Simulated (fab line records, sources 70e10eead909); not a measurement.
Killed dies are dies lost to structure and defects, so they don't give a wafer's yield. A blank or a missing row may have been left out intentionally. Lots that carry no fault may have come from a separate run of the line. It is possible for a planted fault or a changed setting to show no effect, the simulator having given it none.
fab line records ; flow nand-harc ; part 1 of 2: steps 1 to 4 of 6
[record] lots = 22; wafers = 66; last-day = 24
route steps=1159 shown A_SLIT@794 A_WL_FILL@833 A_CONTACT@857
lots untouched by any fault: they come from a run of this same line in which no faults occurred
start-h: hours from the record's opening day to when the first of the lot's shown wafers began ; wait-h: hours since the lot's step before ; " the same as in the row above ; L1.1+2: a single row standing in for several wafers ; - either no value or no given start ; * or withheld: withheld ; < > ~ a bound
route shown NAME@n: NAME is a module with steps in the file, n the number in the route of the first one ; usual: mean/standard deviation taken from wafers without a fault ; same: alike in all rows ; chamber/n: place in a boat ; sites: readings site by site ; _std_site: the standard deviation of these ; _edge_site: mean of outer sites minus mean of inner sites ; radius-mm: how far each site lies from the wafer's centre ; mask NAME#n: copy n ; behind: tool/chamber where the wafer was last shaped ; hold: cause of the lot's hold/its duration in hours/its outcome ; device: names the non-switching transistor (n, p or np) ; end of line: the tests these same wafers got at the end of their route ; a step given without rows: its recipe and nothing more ; killed: count of dies lost to structure and defects at first sort (not the wafer's yield) ; map: per-die view of a wafer (x killed, . not killed, _ where there is no die)
set.NAME: the run value of the setting; set.NAME@STEP: its run value at that earlier step ; model.NAME: the simulator's own value behind a step, which no gauge read
route steps across a sampled set of lots; one table per step, one row per wafer
services: a tool's chamber out of use, with start hour (start-h, from the record's first day; less than 0 if before it), hours out, and reason
[[steps]]
[step NHARC_A_SLIT_ETCH_24]
[recipe] target-depth-a = 1210; time-s = 60.5; cf4-flow-sccm = 100; chf3-flow-sccm = 30; ar-flow-sccm = 0; rf-w = 500; bias-w = 200; chemistry = CF4/CHF3
[usual] drypump-motor-current-A = 5.90/0.23; oes-product-au = 0.961/0.019; rf-vpp-V = 371.0/1.9; showerhead-plenum-p-Torr = 1.59/0.05; throttle-valve-pct = 16.803/0.0083
lot.wafer;tool;chamber;start-h;wait-h;drypump-motor-current-A;oes-product-au;rf-hours-counter-h;rf-vpp-V;showerhead-plenum-p-Torr;throttle-valve-pct
L074.4;rie-diel-02;1;318.60;0.1;6.05;0.934;12;369.5;1.55;16.807
L074.1;rie-diel-02;2;318.60;0.1;6.03;0.940;11;373.3;1.65;16.797
L074.5;rie-diel-02;0;318.60;0.1;5.78;0.936;-;373.0;1.62;16.801
L075.2;rie-diel-06;1;344.72;0.1;5.88;0.963;6;371.5;1.58;16.803
L075.4;rie-diel-06;2;344.72;0.1;5.85;0.960;8;371.0;1.58;16.807
L075.6;rie-diel-06;2;344.72;0.1;5.85;0.972;-;370.5;1.58;16.794
L076.4;rie-diel-07;2;345.41;0.1;5.75;0.959;6;373.5;1.63;16.804
L076.3;rie-diel-07;0;345.41;0.1;6.42;0.967;6;372.5;1.58;16.802
L076.5;rie-diel-07;1;345.41;0.1;5.39;0.977;-;374.1;1.66;16.810
L078.1;rie-diel-02;3;345.74;0.1;5.90;0.977;1;368.9;1.51;16.810
L078.2;rie-diel-02;0;345.74;0.1;5.73;0.977;1;372.7;1.62;16.788
L078.6;rie-diel-02;2;345.74;0.1;6.05;0.959;-;372.4;1.65;16.792
L077.4;rie-diel-07;1;346.77;0.1;5.39;0.990;7;372.3;1.66;16.817
L077.6;rie-diel-07;1;346.77;0.1;5.38;0.993;-;372.9;1.66;16.794
L077.5;rie-diel-07;2;346.77;0.1;5.80;0.941;-;372.7;1.63;16.803
L081.2;rie-diel-02;3;352.66;0.1;5.90;0.967;2;368.0;1.51;16.809
L081.3;rie-diel-02;0;352.66;0.1;5.79;0.960;1;373.6;1.62;16.804
L081.5;rie-diel-02;3;352.66;0.1;5.89;0.964;-;367.3;1.51;16.792
L080.1;rie-diel-06;3;361.25;0.1;5.89;0.987;7;369.2;1.53;16.804
L080.2;rie-diel-06;1;361.25;0.1;5.88;0.971;6;370.2;1.58;16.807
L080.6;rie-diel-06;3;361.25;0.1;5.89;0.990;-;369.0;1.53;16.803
L082.3;rie-diel-02;2;366.17;0.1;5.99;0.948;2;374.0;1.65;16.807
L082.1;rie-diel-02;0;366.17;0.1;5.80;0.954;2;371.1;1.62;16.812
L082.6;rie-diel-02;3;366.17;0.1;5.92;0.965;-;368.7;1.51;16.806
L079.4;rie-diel-07;1;366.90;0.1;5.41;0.962;9;373.5;1.65;16.815
L079.2;rie-diel-07;0;366.90;0.1;6.40;0.967;9;370.2;1.57;16.803
L079.6;rie-diel-07;1;366.90;0.1;5.40;0.957;-;373.2;1.65;16.796
L083.3;rie-diel-06;2;373.26;0.1;5.83;0.936;10;371.3;1.58;16.797
L083.1;rie-diel-06;0;373.26;0.1;6.20;0.915;10;368.5;1.55;16.804
L083.5;rie-diel-06;3;373.26;0.1;5.89;0.913;-;369.1;1.53;16.805
L084.2;rie-diel-02;1;386.44;0.1;6.07;0.937;3;369.0;1.54;16.822
L084.1;rie-diel-02;3;386.44;0.1;5.92;0.929;4;368.8;1.51;16.784
L084.4;rie-diel-02;3;386.44;0.1;5.89;0.935;-;368.4;1.51;16.804
L086.2;rie-diel-06;0;386.59;0.1;6.18;0.907;11;369.9;1.55;16.799
L086.4;rie-diel-06;1;386.59;0.1;5.88;0.926;9;370.8;1.58;16.814
L086.5;rie-diel-06;0;386.59;0.1;6.20;0.915;-;368.1;1.55;16.791
L087.4;rie-diel-02;2;395.41;0.1;6.01;0.967;-;372.4;1.65;16.810
L087.6;rie-diel-02;3;395.41;0.1;5.92;0.981;-;368.7;1.51;16.816
L087.5;rie-diel-02;1;395.41;0.1;6.05;0.973;-;368.8;1.55;16.793
L085.3;rie-diel-02;3;401.25;0.1;5.91;0.974;6;368.0;1.51;16.806
L085.1;rie-diel-02;1;401.25;0.1;6.07;0.970;4;369.5;1.54;16.824
L085.5;rie-diel-02;2;401.25;0.1;6.00;0.952;-;373.0;1.65;16.789
L089.1;rie-diel-06;3;408.73;0.1;5.88;0.988;10;368.1;1.53;16.796
L089.6;rie-diel-06;0;408.73;0.1;6.16;0.963;-;369.1;1.55;16.799
L089.5;rie-diel-06;1;408.73;0.1;5.88;0.969;-;371.5;1.58;16.809
L088.4;rie-diel-02;2;422.08;0.1;6.01;0.965;7;374.7;1.65;16.818
L088.3;rie-diel-02;0;422.08;0.1;5.80;0.960;5;373.0;1.62;16.799
L088.6;rie-diel-02;2;422.08;0.1;6.03;0.975;-;373.5;1.65;16.807
L090.2;rie-diel-07;2;423.77;0.1;5.82;0.950;0;372.4;1.63;16.798
L090.3;rie-diel-07;3;423.77;0.1;5.41;0.977;0;373.2;1.61;16.822
L090.1;rie-diel-07;0;423.77;0.1;6.45;0.990;0;370.4;1.57;16.803
L092.1;rie-diel-02;1;424.87;0.1;6.03;0.981;8;369.3;1.54;16.799
L092.4;rie-diel-02;2;424.87;0.1;6.02;0.977;8;373.4;1.65;16.805
L092.3;rie-diel-02;3;424.87;0.1;5.89;0.959;9;368.4;1.51;16.806
L094.2;rie-diel-07;0;429.79;0.1;6.42;0.963;1;369.9;1.57;16.810
L094.1;rie-diel-07;1;429.79;0.1;5.39;0.987;1;373.1;1.65;16.798
L094.5;rie-diel-07;1;429.79;0.1;5.39;0.991;-;371.7;1.65;16.800
L095.2;rie-diel-06;0;439.53;0.1;6.18;0.949;0;371.1;1.55;16.815
L095.4;rie-diel-06;1;439.53;0.1;5.90;0.960;0;370.3;1.57;16.808
L095.6;rie-diel-06;0;439.53;0.1;6.19;0.957;-;369.7;1.55;16.801
L096.3;rie-diel-02;3;440.30;0.1;5.89;0.959;10;369.3;1.51;16.791
L096.1;rie-diel-02;0;440.30;0.1;5.75;0.968;8;372.4;1.62;16.803
L096.5;rie-diel-02;2;440.30;0.1;6.00;0.986;-;373.2;1.65;16.809
L097.1;rie-diel-02;2;465.44;0.1;6.00;0.946;11;373.8;1.65;16.804
L097.2;rie-diel-02;0;465.44;0.1;5.82;0.947;9;372.1;1.62;16.800
L097.3;rie-diel-02;1;465.44;0.1;6.03;0.950;11;370.5;1.54;16.808
[step NHARC_A_WL_FILL_CVD_20]
[recipe] target-thk-a = 750; temp-c = 300; pressure-torr = 40; wf6-flow-sccm = 40; h2-flow-sccm = 1600; ar-flow-sccm = 1560; time-s = 5064; material = W
[usual] heater-power-w = 479/24; throttle-valve-pct = 7.71/0.21
lot.wafer;tool;chamber;start-h;wait-h;heater-power-w;throttle-valve-pct
L074.1;cvd-w-02;1;-;-;453;8.12
L074.4;cvd-w-02;0;-;-;485;7.80
L074.5;cvd-w-02;0;-;-;462;8.02
L076.3;cvd-w-01;0;-;-;507;7.46
L076.4;cvd-w-01;1;-;-;508;7.83
L076.5;cvd-w-01;0;-;-;514;7.61
L075.2;cvd-w-02;0;-;-;437;7.66
L075.4;cvd-w-02;0;-;-;450;7.72
L075.6;cvd-w-02;0;-;-;454;7.40
L078.2;cvd-w-01;1;-;-;501;8.05
L078.1;cvd-w-01;0;-;-;503;7.81
L078.6;cvd-w-01;1;-;-;497;8.30
L081.2;cvd-w-02;1;-;-;483;8.02
L081.3;cvd-w-02;0;-;-;458;7.53
L081.5;cvd-w-02;1;-;-;456;7.66
L077.4;cvd-w-01;1;-;-;501;7.75
L077.5;cvd-w-01;1;-;-;505;7.89
L077.6;cvd-w-01;0;-;-;514;7.47
L080.2;cvd-w-02;1;-;-;465;7.78
L080.1;cvd-w-02;0;-;-;441;7.51
L080.6;cvd-w-02;1;-;-;464;7.85
L082.1;cvd-w-01;0;-;-;511;7.51
L082.3;cvd-w-01;0;-;-;500;7.39
L082.6;cvd-w-01;0;-;-;512;7.69
L079.2;cvd-w-02;1;-;-;461;7.56
L079.4;cvd-w-02;0;-;-;453;7.90
L079.6;cvd-w-02;1;-;-;467;7.85
L084.2;cvd-w-01;1;-;-;494;8.32
L084.1;cvd-w-01;0;-;-;518;7.76
L084.4;cvd-w-01;0;-;-;501;7.39
L083.1;cvd-w-02;1;-;-;476;7.72
L083.3;cvd-w-02;0;-;-;446;7.73
L083.5;cvd-w-02;1;-;-;462;7.64
L086.2;cvd-w-01;0;-;-;519;7.70
L086.4;cvd-w-01;0;-;-;509;7.74
L086.5;cvd-w-01;1;-;-;492;7.74
L085.1;cvd-w-02;1;-;-;458;7.88
L085.3;cvd-w-02;1;-;-;470;7.48
L085.5;cvd-w-02;1;-;-;467;7.74
L087.4;cvd-w-01;1;-;-;483;7.82
L087.6;cvd-w-01;1;-;-;501;7.89
L087.5;cvd-w-01;0;-;-;520;7.60
L089.1;cvd-w-02;1;-;-;461;7.70
L089.5;cvd-w-02;1;-;-;451;7.78
L089.6;cvd-w-02;0;-;-;455;7.68
L088.3;cvd-w-02;1;-;-;470;7.62
L088.4;cvd-w-02;0;-;-;447;7.71
L088.6;cvd-w-02;0;-;-;462;7.88
L090.1;cvd-w-01;0;-;-;514;7.48
L090.2;cvd-w-01;1;-;-;509;7.97
L090.3;cvd-w-01;1;-;-;507;8.01
L092.1;cvd-w-02;1;-;-;469;7.67
L092.3;cvd-w-02;0;-;-;449;7.81
L092.4;cvd-w-02;1;-;-;467;7.59
L094.2;cvd-w-01;1;-;-;502;7.83
L094.1;cvd-w-01;0;-;-;502;7.73
L094.5;cvd-w-01;1;-;-;487;7.99
L096.1;cvd-w-02;1;-;-;480;7.54
L096.3;cvd-w-02;1;-;-;470;7.84
L096.5;cvd-w-02;0;-;-;446;7.43
L095.2;cvd-w-02;0;-;-;452;7.66
L095.4;cvd-w-02;1;-;-;463;7.72
L095.6;cvd-w-02;1;-;-;467;7.82
L097.1;cvd-w-01;0;-;-;492;7.36
L097.2;cvd-w-01;0;-;-;509;7.56
L097.3;cvd-w-01;0;-;-;500;7.50
[step NHARC_A_CONTACT_DESCUM_47]
[recipe] time-s = 3; o2-flow-sccm = 200; ar-flow-sccm = 0; bias-power-w = 0; chemistry = O2
[usual] drypump-motor-current-A = 5.8/0.48; o2-flow-sccm = 200.0/0.67; oes-product-au = 1.000/0.0093; rf-vpp-V = 58.0/0.94; showerhead-plenum-p-Torr = 1.95/0.074; throttle-valve-pct = 11.310/0.0084
lot.wafer;tool;chamber;start-h;wait-h;drypump-motor-current-A;o2-flow-sccm;oes-product-au;rf-hours-counter-h;rf-vpp-V;showerhead-plenum-p-Torr;throttle-valve-pct
L074.4;rie-diel-12;2;368.89;0.1;6.3;199.4;0.995;29;59.5;2.04;11.315
L074.1;rie-diel-12;3;368.89;0.1;5.2;199.6;0.997;32;58.2;2.01;11.317
L074.5;rie-diel-12;2;368.89;0.1;6.3;199.1;0.999;-;57.6;2.04;11.284
L076.3;rie-diel-09;3;396.01;0.1;5.3;198.8;0.991;51;57.6;1.95;11.315
L076.4;rie-diel-09;1;396.01;0.1;6.8;199.1;1.004;51;58.3;1.89;11.313
L076.5;rie-diel-09;3;396.01;0.1;5.3;200.0;1.010;-;58.9;1.95;11.311
L078.1;rie-diel-12;3;400.30;0.1;5.2;199.8;0.995;0;58.5;2.00;11.307
L078.2;rie-diel-12;2;400.30;0.1;6.3;200.0;0.995;0;59.6;2.04;11.307
L078.6;rie-diel-12;3;400.30;0.1;5.2;200.5;0.993;-;58.0;2.00;11.321
L075.4;rie-diel-12;3;402.78;0.1;5.3;199.9;1.005;1;56.6;2.00;11.318
L075.2;rie-diel-12;0;402.78;0.1;5.4;200.0;1.007;1;57.0;1.89;11.306
L075.6;rie-diel-12;0;402.78;0.1;5.3;200.0;1.005;-;58.2;1.89;11.305
L077.4;rie-diel-09;0;407.02;0.1;5.8;200.1;0.974;55;57.5;1.78;11.323
L077.6;rie-diel-09;3;407.02;0.1;5.3;199.9;0.998;-;58.2;1.95;11.317
L077.5;rie-diel-09;0;407.02;0.1;5.8;201.6;0.972;-;54.9;1.78;11.309
L081.3;rie-diel-12;2;408.35;0.1;6.3;199.8;1.004;2;57.7;2.04;11.311
L081.2;rie-diel-12;3;408.35;0.1;5.2;200.6;1.002;2;57.4;2.00;11.320
L081.5;rie-diel-12;2;408.35;0.1;6.3;200.3;1.014;-;58.6;2.04;11.317
L080.1;rie-diel-09;2;414.38;0.1;5.4;199.5;1.012;63;59.1;1.97;11.321
L080.2;rie-diel-09;3;414.38;0.1;5.3;199.7;0.998;60;58.7;1.95;11.315
L080.6;rie-diel-09;2;414.38;0.1;5.4;200.3;1.015;-;56.8;1.97;11.299
L082.3;rie-diel-13;2;420.24;0.1;6.4;199.9;1.002;47;55.6;1.81;11.311
L082.1;rie-diel-13;3;420.24;0.1;5.4;200.2;1.011;46;58.0;1.88;11.302
L082.6;rie-diel-13;2;420.24;0.1;6.3;199.9;0.999;-;57.1;1.81;11.322
L079.4;rie-diel-12;3;425.77;0.1;5.3;201.4;0.994;5;59.2;2.00;11.309
L079.2;rie-diel-12;2;425.77;0.1;6.3;199.1;1.005;5;58.7;2.04;11.310
L079.6;rie-diel-12;0;425.77;0.1;5.4;200.9;1.003;-;59.1;1.89;11.311
L084.4;rie-diel-12;1;432.01;0.1;6.2;201.6;1.003;6;58.2;1.98;11.303
L084.1;rie-diel-12;2;432.01;0.1;6.3;200.5;1.003;7;57.8;2.04;11.304
L084.2;rie-diel-12;3;432.01;0.1;5.2;200.4;0.993;7;57.8;2.00;11.300
L083.3;rie-diel-12;0;433.82;0.1;5.4;199.0;1.021;7;57.1;1.89;11.319
L083.1;rie-diel-12;3;433.82;0.1;5.2;198.4;1.010;7;57.7;2.00;11.325
L083.5;rie-diel-12;1;433.82;0.1;6.2;200.3;1.000;-;57.7;1.98;11.307
L086.2;rie-diel-13;3;438.31;0.1;5.4;200.1;1.014;53;58.7;1.88;11.302
L086.4;rie-diel-13;2;438.31;0.1;6.3;200.5;1.010;53;57.9;1.81;11.316
L086.5;rie-diel-13;0;438.31;0.1;5.9;198.8;1.005;-;57.5;1.94;11.303
L085.1;rie-diel-09;2;443.12;0.1;5.3;199.3;1.002;1;59.6;1.97;11.306
L085.3;rie-diel-09;3;443.12;0.1;5.3;201.1;1.015;1;57.1;1.95;11.329
L085.5;rie-diel-09;2;443.12;0.1;5.4;200.0;1.010;-;59.4;1.97;11.306
L087.4;rie-diel-13;0;443.60;0.1;5.9;199.5;1.000;59;57.4;1.94;11.321
L087.5;rie-diel-13;1;443.60;0.1;5.7;200.5;0.996;-;59.3;2.04;11.297
L087.6;rie-diel-13;2;443.60;0.1;6.4;200.6;1.003;-;56.9;1.81;11.291
L089.1;rie-diel-12;1;456.14;0.1;6.2;199.8;1.002;12;57.7;1.98;11.296
L089.6;rie-diel-12;0;456.14;0.1;5.4;198.8;1.004;-;56.3;1.89;11.320
L089.5;rie-diel-12;1;456.14;0.1;6.2;200.8;0.995;-;59.2;1.98;11.314
L088.4;rie-diel-12;2;473.13;0.1;6.3;199.6;1.013;16;58.2;2.04;11.304
L088.3;rie-diel-12;0;473.13;0.1;5.4;199.0;1.024;14;56.5;1.89;11.289
L088.6;rie-diel-12;1;473.13;0.1;6.2;200.2;1.021;-;57.1;1.97;11.301
L090.3;rie-diel-09;0;476.69;0.1;5.7;200.7;0.990;14;58.2;2.07;11.319
L090.2;rie-diel-09;2;476.69;0.1;5.3;200.7;0.986;16;56.0;1.96;11.322
L090.1;rie-diel-09;3;476.69;0.1;5.3;200.0;0.989;15;57.0;1.94;11.306
L092.1;rie-diel-12;3;478.44;0.1;5.2;200.0;0.997;17;59.7;2.00;11.312
L092.3;rie-diel-12;0;478.44;0.1;5.4;199.5;0.995;15;57.9;1.89;11.308
L092.4;rie-diel-12;1;478.44;0.1;6.2;199.8;1.005;15;60.2;1.97;11.308
L096.3;rie-diel-12;0;484.48;0.1;5.3;199.9;1.015;17;58.6;1.88;11.302
L096.1;rie-diel-12;1;484.48;0.1;6.2;199.4;1.000;17;57.1;1.97;11.315
L096.5;rie-diel-12;3;484.48;0.1;5.2;199.7;1.009;-;59.1;2.00;11.302
L094.1;rie-diel-13;2;484.73;0.1;6.3;199.0;0.993;5;57.2;1.81;11.308
L094.2;rie-diel-13;3;484.73;0.1;5.4;201.0;1.007;9;57.6;1.88;11.322
L094.5;rie-diel-13;3;484.73;0.1;5.4;200.8;1.008;-;58.8;1.88;11.312
L095.2;rie-diel-12;1;495.21;0.1;6.2;200.1;0.994;19;58.1;1.97;11.308
L095.4;rie-diel-12;0;495.21;0.1;5.3;200.3;1.012;19;58.0;1.88;11.291
L095.6;rie-diel-12;2;495.21;0.1;6.3;200.7;0.993;-;58.7;2.03;11.305
L097.3;rie-diel-12;2;514.01;0.1;6.2;200.4;1.001;24;60.2;2.03;11.321
L097.1;rie-diel-12;3;514.01;0.1;5.3;200.8;0.998;24;57.6;2.00;11.314
L097.2;rie-diel-12;1;514.01;0.1;6.2;199.5;1.009;22;58.0;1.97;11.322
[step NHARC_A_CONTACT_ETCH_49]
[recipe] target-depth-a = 2600; over-etch-frac = 0.3; time-s = 475.3; ion-energy-ev = 200; n2-flow-sccm = 150; h2-flow-sccm = 150; ar-flow-sccm = 0; rf-w = 400; bias-w = 150; chemistry = N2/H2
[usual] drypump-motor-current-A = 5.8/0.48; oes-product-au = 1.002/0.0084; rf-vpp-V = 431.4/2.3; showerhead-plenum-p-Torr = 2.08/0.077; throttle-valve-pct = 14.171/0.0084
lot.wafer;tool;chamber;start-h;wait-h;drypump-motor-current-A;oes-product-au;rf-hours-counter-h;rf-vpp-V;showerhead-plenum-p-Torr;throttle-valve-pct
L074.4;rie-diel-12;2;-;-;6.3;1.006;30;432.9;2.18;14.179
L074.1;rie-diel-12;3;-;-;5.2;1.005;32;433.2;2.14;14.170
L074.5;rie-diel-12;3;-;-;5.2;1.004;-;434.4;2.14;14.175
L076.4;rie-diel-09;0;-;-;5.7;0.986;50;426.0;1.89;14.173
L076.3;rie-diel-09;1;-;-;6.8;0.991;51;428.9;2.01;14.179
L076.5;rie-diel-09;3;-;-;5.3;0.993;-;431.5;2.08;14.160
L078.1;rie-diel-12;0;-;-;5.3;0.996;1;431.9;2.01;14.164
L078.2;rie-diel-12;3;-;-;5.2;1.007;1;433.6;2.14;14.158
L078.6;rie-diel-12;1;-;-;6.2;0.996;-;433.9;2.11;14.163
L075.2;rie-diel-12;0;-;-;5.3;0.999;1;429.4;2.01;14.177
L075.4;rie-diel-12;2;-;-;6.3;1.003;1;434.7;2.18;14.175
L075.6;rie-diel-12;3;-;-;5.3;0.991;-;433.2;2.14;14.162
L077.4;rie-diel-09;2;-;-;5.4;1.016;61;431.3;2.10;14.177
L077.6;rie-diel-09;0;-;-;5.8;0.983;-;426.1;1.89;14.175
L077.5;rie-diel-09;1;-;-;6.8;0.986;-;429.3;2.01;14.162
L081.2;rie-diel-12;3;-;-;5.2;0.999;2;432.3;2.14;14.168
L081.3;rie-diel-12;0;-;-;5.4;1.001;2;429.6;2.01;14.151
L081.5;rie-diel-12;3;-;-;5.2;1.013;-;432.4;2.14;14.175
L080.1;rie-diel-09;1;-;-;6.8;1.000;59;430.5;2.01;14.181
L080.2;rie-diel-09;2;-;-;5.4;1.021;63;431.6;2.10;14.186
L080.6;rie-diel-09;1;-;-;6.8;0.997;-;430.8;2.01;14.170
L082.1;rie-diel-13;3;-;-;5.4;1.001;47;429.0;2.01;14.160
L082.3;rie-diel-13;0;-;-;5.9;0.998;49;430.0;2.07;14.166
L082.6;rie-diel-13;3;-;-;5.4;1.003;-;429.3;2.01;14.169
L079.2;rie-diel-12;0;-;-;5.3;1.017;4;430.2;2.01;14.163
L079.4;rie-diel-12;1;-;-;6.2;1.010;4;432.2;2.11;14.161
L079.6;rie-diel-12;2;-;-;6.3;1.016;-;434.3;2.18;14.170
L084.1;rie-diel-12;0;-;-;5.4;1.002;6;427.9;2.01;14.160
L084.2;rie-diel-12;1;-;-;6.2;0.997;6;432.2;2.11;14.165
L084.4;rie-diel-12;2;-;-;6.3;1.009;7;434.1;2.18;14.177
L083.1;rie-diel-12;2;-;-;6.3;1.002;8;433.5;2.18;14.161
L083.3;rie-diel-12;3;-;-;5.3;0.992;8;431.5;2.14;14.158
L083.5;rie-diel-12;2;-;-;6.3;1.007;-;433.5;2.18;14.164
L086.2;rie-diel-13;0;-;-;5.9;1.017;56;431.7;2.07;14.192
L086.4;rie-diel-13;2;-;-;6.3;1.006;54;426.5;1.93;14.176
L086.5;rie-diel-13;3;-;-;5.4;1.011;-;429.1;2.01;14.179
L085.1;rie-diel-09;2;-;-;5.4;0.999;1;431.7;2.10;14.177
L085.3;rie-diel-09;3;-;-;5.3;1.004;1;432.3;2.07;14.178
L085.5;rie-diel-09;1;-;-;6.8;0.987;-;430.6;2.01;14.172
L087.4;rie-diel-13;2;-;-;6.3;0.999;55;427.6;1.93;14.176
L087.5;rie-diel-13;3;-;-;5.4;0.998;-;429.7;2.00;14.177
L087.6;rie-diel-13;0;-;-;5.9;1.007;-;431.0;2.07;14.169
L089.1;rie-diel-12;1;-;-;6.2;1.001;12;432.8;2.11;14.173
L089.6;rie-diel-12;1;-;-;6.2;1.009;-;432.5;2.11;14.176
L089.5;rie-diel-12;2;-;-;6.3;1.006;-;433.4;2.17;14.181
L088.3;rie-diel-12;3;-;-;5.3;1.005;16;434.1;2.13;14.159
L088.4;rie-diel-12;0;-;-;5.4;1.009;14;428.9;2.01;14.172
L088.6;rie-diel-12;3;-;-;5.3;1.000;-;431.5;2.13;14.167
L090.3;rie-diel-09;2;-;-;5.4;1.008;16;432.6;2.09;14.181
L090.1;rie-diel-09;0;-;-;5.7;0.994;14;433.1;2.21;14.176
L090.2;rie-diel-09;1;-;-;6.8;0.997;17;429.9;2.00;14.175
L092.3;rie-diel-12;0;-;-;5.4;1.007;15;430.8;2.01;14.180
L092.1;rie-diel-12;1;-;-;6.1;1.004;15;431.0;2.11;14.172
L092.4;rie-diel-12;2;-;-;6.3;0.997;17;435.1;2.17;14.167
L096.3;rie-diel-12;1;-;-;6.3;1.008;17;432.1;2.11;14.178
L096.1;rie-diel-12;3;-;-;5.2;0.998;19;432.9;2.13;14.158
L096.5;rie-diel-12;1;-;-;6.3;0.999;-;432.5;2.11;14.183
L094.1;rie-diel-13;2;-;-;6.3;0.991;5;426.9;1.92;14.191
L094.2;rie-diel-13;0;-;-;5.9;0.993;9;430.9;2.07;14.180
L094.5;rie-diel-13;3;-;-;5.4;1.009;-;429.5;2.00;14.178
L095.2;rie-diel-12;0;-;-;5.4;1.002;19;430.2;2.01;14.167
L095.4;rie-diel-12;2;-;-;6.3;1.000;21;433.1;2.17;14.168
L095.6;rie-diel-12;0;-;-;5.4;1.008;-;430.2;2.01;14.164
L097.2;rie-diel-12;2;-;-;6.3;1.008;24;435.2;2.17;14.164
L097.1;rie-diel-12;3;-;-;5.2;0.992;24;434.8;2.13;14.171
L097.3;rie-diel-12;0;-;-;5.4;1.005;22;429.4;2.01;14.169
